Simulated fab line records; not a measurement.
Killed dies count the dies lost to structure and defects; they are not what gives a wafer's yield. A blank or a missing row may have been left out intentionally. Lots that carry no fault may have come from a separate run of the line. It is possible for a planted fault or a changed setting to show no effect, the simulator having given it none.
The tool behind it: which one? + flow n5_finfet + 10 lots with 27 wafers sampled at 5 steps, on a route of 1938 steps

## WHAT THE GAUGES READ, wafer by wafer
N5_SPACER0_INSPECT_04: inspects for defects (darkfield). Usual: raw_defect_count 150, standard deviation 40.
| lot  | measured    | on                | raw_defect_count | flag |
|------|-------------|-------------------|------------------|------|
| L308 | day 2 23:02 | defect_inspect-02 | 164 204 154      |      |
| L309 | day 3 06:53 | defect_inspect-02 | 110 110 121      |      |
| L311 | day 3 20:14 | defect_inspect-01 | 129 211 131      |      |
| L316 | day 5 00:20 | defect_inspect-02 | 240              |      |
| L317 | day 5 06:50 | defect_inspect-01 | 170 129          |      |
| L318 | day 5 13:46 | defect_inspect-01 | 141 176 195      |      |
| L325 | day 7 06:06 | defect_inspect-01 | 103 96 137       |      |
| L326 | day 7 11:38 | defect_inspect-01 | 140 95 116       |      |
| L329 | day 8 08:47 | defect_inspect-01 | 145 102 144      |      |
| L331 | day 8 21:12 | defect_inspect-01 | 155 171 124      |      |

N5_BEOL_M4_RC_MEAS_101. Usual: DIBL_N 36.4 mV/V, standard deviation 1.7; DIBL_P 36.4 mV/V, standard deviation 2.1; IOFF_N 0.16 nA/um, standard deviation 0.035; IOFF_P 0.21 nA/um, standard deviation 0.035; ION_N 680 uA/um, standard deviation 11; ION_P 465 uA/um, standard deviation 6.8; SS_N 71.5 mV/dec, standard deviation 0.58; SS_P 73.2 mV/dec, standard deviation 0.72; VT_N 249 mV, standard deviation 3.6; VT_P -250 mV, standard deviation 3.1.
| lot  | measured     | on        | DIBL_N (mV/V)  | DIBL_P (mV/V)  | IOFF_N (nA/um) | IOFF_P (nA/um) | ION_N (uA/um) | ION_P (uA/um) | SS_N (mV/dec)  | SS_P (mV/dec)  | VT_N (mV)   | VT_P (mV)      | flag |
|------|--------------|-----------|----------------|----------------|----------------|----------------|---------------|---------------|----------------|----------------|-------------|----------------|------|
| L308 | day 8 12:06  | prober-02 | 38.5 37.1 36.7 | 37.3 34.6 34.6 | 0.18 0.14 0.14 | 0.21 0.17 0.15 | 693 685 668   | 464 461 447   | 71.5 71.3 71.4 | 73.9 73.2 73.4 | 246 253 253 | -248 -254 -254 |      |
| L309 | day 8 08:55  | prober-02 | 34.6 34.0 37.1 | 34.5 33.7 37.9 | 0.14 0.13 0.18 | 0.19 0.17 0.23 | 669 667 689   | 462 460 467   | 71.7 71.6 71.5 | 72.8 72.1 73.1 | 252 253 246 | -248 -253 -247 |      |
| L311 | day 8 23:29  | prober-01 | 35.5 36.5 34.6 | 36.7 37.4 35.5 | 0.17 0.20 0.16 | 0.22 0.23 0.19 | 701 691 686   | 472 463 464   | 71.6 71.4 71.5 | 73.9 73.5 73.5 | 246 246 250 | -246 -246 -251 |      |
| L316 | day 9 23:12  | prober-02 | 34.2           | 34.4           | 0.13           | 0.18           | 689           | 466           | 70.7           | 72.2           | 251         | -254           |      |
| L317 | day 10 02:23 | prober-02 | 38.0 40.3      | 39.3 42.2      | 0.19 0.24      | 0.24 0.30      | 693 701       | 474 475       | 71.2 72.4      | 73.5 74.3      | 249 244     | -249 -245      |      |
| L318 | day 10 04:45 | prober-01 | 37.7 35.5 35.9 | 36.4 33.3 34.8 | 0.19 0.13 0.14 | 0.24 0.18 0.21 | 697 655 682   | 474 457 469   | 71.9 71.9 71.6 | 73.2 72.4 72.8 | 244 252 246 | -246 -252 -246 |      |
| L325 | day 12 09:25 | prober-02 | 37.1 36.5 34.3 | 38.1 37.3 35.6 | 0.16 0.15 0.13 | 0.22 0.21 0.19 | 680 656 668   | 461 452 465   | 71.9 71.4 71.2 | 73.2 72.5 72.7 | 250 254 255 | -251 -250 -248 |      |
| L326 | day 12 14:55 | prober-02 | 34.0 37.2 35.8 | 33.9 36.5 35.5 | 0.12 0.16 0.14 | 0.15 0.19 0.18 | 664 674 676   | 457 458 464   | 71.4 71.8 70.8 | 72.0 72.7 72.2 | 256 250 252 | -253 -252 -255 |      |
| L329 | day 13 05:23 | prober-02 | 39.5 37.7 41.5 | 40.4 37.7 42.8 | 0.24 0.19 0.31 | 0.28 0.23 0.32 | 686 702 717   | 463 471 480   | 73.2 71.0 72.9 | 74.5 73.2 75.0 | 243 243 239 | -247 -249 -245 |      |
| L331 | day 13 21:46 | prober-01 | 36.0 34.6 38.6 | 36.2 33.8 39.1 | 0.16 0.12 0.21 | 0.23 0.19 0.28 | 678 665 692   | 470 464 469   | 71.7 71.1 72.3 | 72.8 72.1 74.4 | 248 252 247 | -249 -251 -247 |      |

## WHAT TOOL EACH LOT RAN ON (gives the tool, then ch and the chambers of the sampled wafers, and finally the start)
| lot  | N5_SD_EPI_N_ETCHBACK_44           | N5_SD_EPI_N_STRIP_38                | N5_SD_EPI_N_PRECLEAN_49            |
|------|-----------------------------------|-------------------------------------|------------------------------------|
| L308 | rie_diel-02 ch 0,1,3, day 3 00:03 | plasma_asher-02 ch 0,1, day 3 00:25 | remote_plasma-01 ch 0, day 3 03:13 |
| L309 | rie_diel-04 ch 2,3, day 3 07:52   | plasma_asher-02 ch 0,1, day 3 08:13 | remote_plasma-02 ch 0, day 3 11:04 |
| L311 | rie_diel-04 ch 0,3, day 3 21:05   | plasma_asher-01 ch 0,1, day 3 21:28 | remote_plasma-01 ch 1, day 4 00:28 |
| L316 | rie_diel-02 ch 0, day 5 01:14     | plasma_asher-02 ch 1, day 5 01:37   | remote_plasma-01 ch 1, day 5 04:23 |
| L317 | rie_diel-02 ch 1,2, day 5 07:44   | plasma_asher-02 ch 0, day 5 08:06   | remote_plasma-01 ch 1, day 5 10:51 |
| L318 | rie_diel-04 ch 0,1,2, day 5 14:40 | plasma_asher-01 ch 0, day 5 15:02   | remote_plasma-01 ch 1, day 5 17:45 |
| L325 | rie_diel-04 ch 1,2,3, day 7 07:20 | plasma_asher-02 ch 0,1, day 7 07:43 | remote_plasma-02 ch 1, day 7 10:26 |
| L326 | rie_diel-04 ch 0,2,3, day 7 12:25 | plasma_asher-02 ch 0,1, day 7 12:47 | remote_plasma-02 ch 1, day 7 15:30 |
| L329 | rie_diel-01 ch 0,3, day 8 09:41   | plasma_asher-01 ch 0,1, day 8 10:09 | remote_plasma-01 ch 0, day 8 12:54 |
| L331 | rie_diel-01 ch 0,1, day 8 22:13   | plasma_asher-01 ch 0,1, day 8 22:36 | remote_plasma-01 ch 1, day 9 01:22 |
- N5_SD_EPI_N_ETCHBACK_44: etches SiNx in CH3F/O2, stops on SiO2, target depth 14.5 nm.
- N5_SD_EPI_N_STRIP_38: strips in N2/H2.
- N5_SD_EPI_N_PRECLEAN_49: cleans in NF3:NH3, afs cycles 1, time 20 s, sublimation time 60 s.

## AS READ BY THE TOOLS THEMSELVES (means over the sampled wafers that have a number; for cases with no such wafer, the mark the record gives instead)
N5_SD_EPI_N_ETCHBACK_44. Usual: bias_w 73.03 W, standard deviation 0.21; drypump_motor_current_A 5.8 A, standard deviation 0.55; oes_product_au 0.67 a.u., standard deviation 0.049; rf_vpp_V 297 V, standard deviation 5.1; showerhead_plenum_p_Torr 2.00 Torr, standard deviation 0.057; throttle_valve_pct 16.43 %, standard deviation 0.26.
| lot  | tool        | bias_w (W) | drypump_motor_current_A (A) | oes_product_au (a.u.) | rf_vpp_V (V) | showerhead_plenum_p_Torr (Torr) | throttle_valve_pct (%) | flag |
|------|-------------|------------|-----------------------------|-----------------------|--------------|---------------------------------|------------------------|------|
| L308 | rie_diel-02 | 73.18      | 5.7                         | 0.65                  | 294          | 2.03                            | 16.60                  |      |
| L309 | rie_diel-04 | 72.95      | 5.8                         | 0.77                  | 294          | 1.94                            | 16.10                  |      |
| L311 | rie_diel-04 | 72.97      | 5.8                         | 0.66                  | 300          | 1.92                            | 16.55                  |      |
| L316 | rie_diel-02 | 73.27      | 5.6                         | 0.63                  | 293          | 2.06                            | 16.63                  |      |
| L317 | rie_diel-02 | 73.11      | 6.2                         | 0.65                  | 300          | 2.04                            | 16.43                  |      |
| L318 | rie_diel-04 | 72.87      | 6.3                         | 0.67                  | 298          | 1.94                            | 16.43                  |      |
| L325 | rie_diel-04 | 73.21      | 5.8                         | 0.67                  | 297          | 1.94                            | 16.40                  |      |
| L326 | rie_diel-04 | 73.12      | 6.1                         | 0.67                  | 296          | 1.92                            | 16.40                  |      |
| L329 | rie_diel-01 | 73.08      | 5.9                         | 0.71                  | 291          | 2.03                            | 16.05                  |      |
| L331 | rie_diel-01 | 72.95      | 5.4                         | 0.71                  | 293          | 2.05                            | 16.33                  |      |

N5_SD_EPI_N_STRIP_38. Usual: drypump_motor_current_A 5.7 A, standard deviation 0.55; heater_power_w 352 W, standard deviation 41; oes_product_au 0.761 a.u., standard deviation 0.011.
| lot  | tool            | drypump_motor_current_A (A) | heater_power_w (W) | oes_product_au (a.u.) | flag |
|------|-----------------|-----------------------------|--------------------|-----------------------|------|
| L308 | plasma_asher-02 | 5.1                         | 325                | 0.755                 |      |
| L309 | plasma_asher-02 | 5.1                         | 329                | 0.760                 |      |
| L311 | plasma_asher-01 | 6.1                         | 352                | 0.757                 |      |
| L316 | plasma_asher-02 | 5.6                         | 337                | 0.779                 |      |
| L317 | plasma_asher-02 | 4.8                         | 328                | 0.754                 |      |
| L318 | plasma_asher-01 | 6.3                         | 421                | 0.761                 |      |
| L325 | plasma_asher-02 | 5.1                         | 327                | 0.762                 |      |
| L326 | plasma_asher-02 | 5.1                         | 330                | 0.764                 |      |
| L329 | plasma_asher-01 | 6.2                         | 391                | 0.760                 |      |
| L331 | plasma_asher-01 | 6.2                         | 391                | 0.766                 |      |

N5_SD_EPI_N_PRECLEAN_49. Usual: sublimation_temp_c 180.00 C, standard deviation 0.15; temp_c 29.99 C, standard deviation 0.11.
| lot  | tool             | sublimation_temp_c (C) | temp_c (C) | flag |
|------|------------------|------------------------|------------|------|
| L308 | remote_plasma-01 | 180.01                 | 29.81      |      |
| L309 | remote_plasma-02 | 180.08                 | 29.87      |      |
| L311 | remote_plasma-01 | 179.86                 | 29.89      |      |
| L316 | remote_plasma-01 | 179.69                 | 29.48      | OFF  |
| L317 | remote_plasma-01 | 180.08                 | 29.41      | OFF  |
| L318 | remote_plasma-01 | 179.99                 | 29.49      | OFF  |
| L325 | remote_plasma-02 | 179.77                 | 29.94      |      |
| L326 | remote_plasma-02 | 179.90                 | 30.02      |      |
| L329 | remote_plasma-01 | 180.17                 | 30.08      |      |
| L331 | remote_plasma-01 | 180.01                 | 29.94      |      |

## THE ANSWER, worked out from the rows above alone
Rule: a lot counts as off when the mean over its wafers that have a number is more than 3 standard deviations away from the usual mean. Also off: a lot with no number at a reading for which 4 or more lots have one. Any other lot the step has rows for is counted as sound. After the gauges, taken in route order, come the tools' own readings; for these a lot's mean is taken, as printed above. The first step at which some lot is off is used, and at that step the reading that is off furthest; a lot without a number counts as furthest.
Off, at N5_SD_EPI_N_PRECLEAN_49 on temp_c: L316, L317, L318.
If a tool, at that step or one of the process steps before it, ran each lot that is off and ran no sound lot following the first of them, it fits. None of those tried fits.

## WHAT WAS PUT IN BY THE SIMULATOR
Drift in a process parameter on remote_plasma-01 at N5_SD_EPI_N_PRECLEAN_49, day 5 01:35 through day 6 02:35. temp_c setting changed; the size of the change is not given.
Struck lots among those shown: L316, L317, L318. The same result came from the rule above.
